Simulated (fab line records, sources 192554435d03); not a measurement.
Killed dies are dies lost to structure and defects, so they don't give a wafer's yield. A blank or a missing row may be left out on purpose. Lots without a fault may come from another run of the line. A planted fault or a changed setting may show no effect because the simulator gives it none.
Split-lot experiment | flow n5_finfet | 7 lots, 21 wafers read, on a route of 1938 steps

THE SPLIT
At N5_BEOL_M11_COAT_22 (resist thk 90 nm), the setting spin_rpm was moved away from the recipe's 1500 rpm on 6 of the 21 wafers read, by -8.5% to +5.7%. The other wafers ran this setting at the recipe's value.

The reading is taken at the split's own step.

THE READING
CAR-ArF_of_BEOL_M11_COAT_22.thk_nm (the simulator's own value, which no gauge read), in nm, at N5_BEOL_M11_COAT_22 (resist thk 90 nm). The file gives no usual value for it. The 15 wafers here that ran the recipe average 90.1 nm, standard deviation 0.25 nm.

wafer  | tool, chamber at the split | spin_rpm as run, rpm | against the recipe | CAR-ArF_of_BEOL_M11_COAT_22.thk_nm, nm | against lot-mates on the recipe
L081.1 | litho_track-01, 0          | 1500                 | recipe             | 89.6                                   | -
L081.3 | litho_track-01, 0          | 1500                 | recipe             | 89.6                                   | -
L081.4 | litho_track-01, 0          | 1500                 | recipe             | 90                                     | -
L080.2 | litho_track-01, 0          | 1500                 | recipe             | 90.2                                   | -
L080.4 | litho_track-01, 0          | 1500                 | recipe             | 90                                     | -
L080.6 | litho_track-01, 0          | 1500                 | recipe             | 90.4                                   | -
L082.2 | litho_track-01, 0          | 1372                 | -8.5%              | 94.2                                   | no lot-mate on the recipe
L082.3 | litho_track-01, 0          | 1372                 | -8.5%              | 94.2                                   | no lot-mate on the recipe
L082.5 | litho_track-01, 0          | 1372                 | -8.5%              | 94                                     | no lot-mate on the recipe
L088.1 | litho_track-03, 0          | 1500                 | recipe             | 90.4                                   | -
L088.3 | litho_track-03, 0          | 1500                 | recipe             | 90.2                                   | -
L088.5 | litho_track-03, 0          | 1500                 | recipe             | 90.2                                   | -
L091.2 | litho_track-03, 0          | 1500                 | recipe             | 90.4                                   | -
L091.3 | litho_track-03, 0          | 1583                 | +5.5%              | 88                                     | -2.2
L091.4 | litho_track-03, 0          | 1500                 | recipe             | 90                                     | -
L094.1 | litho_track-03, 0          | 1500                 | recipe             | 90.2                                   | -
L094.3 | litho_track-03, 0          | 1586                 | +5.7%              | 87.6                                   | -2.6
L094.5 | litho_track-03, 0          | 1586                 | +5.7%              | 87.6                                   | -2.6
L097.3 | litho_track-01, 0          | 1500                 | recipe             | 90                                     | -
L097.6 | litho_track-01, 0          | 1500                 | recipe             | 90                                     | -
L097.4 | litho_track-01, 0          | 1500                 | recipe             | 89.8                                   | -

THE FIT
A straight line over all 21 wafers: CAR-ArF_of_BEOL_M11_COAT_22.thk_nm changes by -0.455 nm for each +1% of spin_rpm; r = -0.99; the points scatter about the line by 0.25 nm.
The same after taking each lot's own level away (the mean of its wafers on the recipe; 18 wafers): -0.436 nm for each +1%; r = -0.99; scatter 0.16 nm.
On that fit, the largest move of spin_rpm shifts the reading by 3.7 nm.
The lots' own levels span 89.73 to 90.27 nm, that is 2.1 times the standard deviation above.
So the lot-to-lot level changes the slope little: the two slopes agree.
Check: with one of the wafers moved furthest among these (+5.7%) left out of the fit, the line predicts -2.45 nm for it against its lot-mates. It came out at -2.6 nm against them.

THE FILE'S OWN FIT
CAR-ArF_of_BEOL_M11_COAT_22.thk_nm changes by -0.427 nm for each +1% of spin_rpm, r = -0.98.
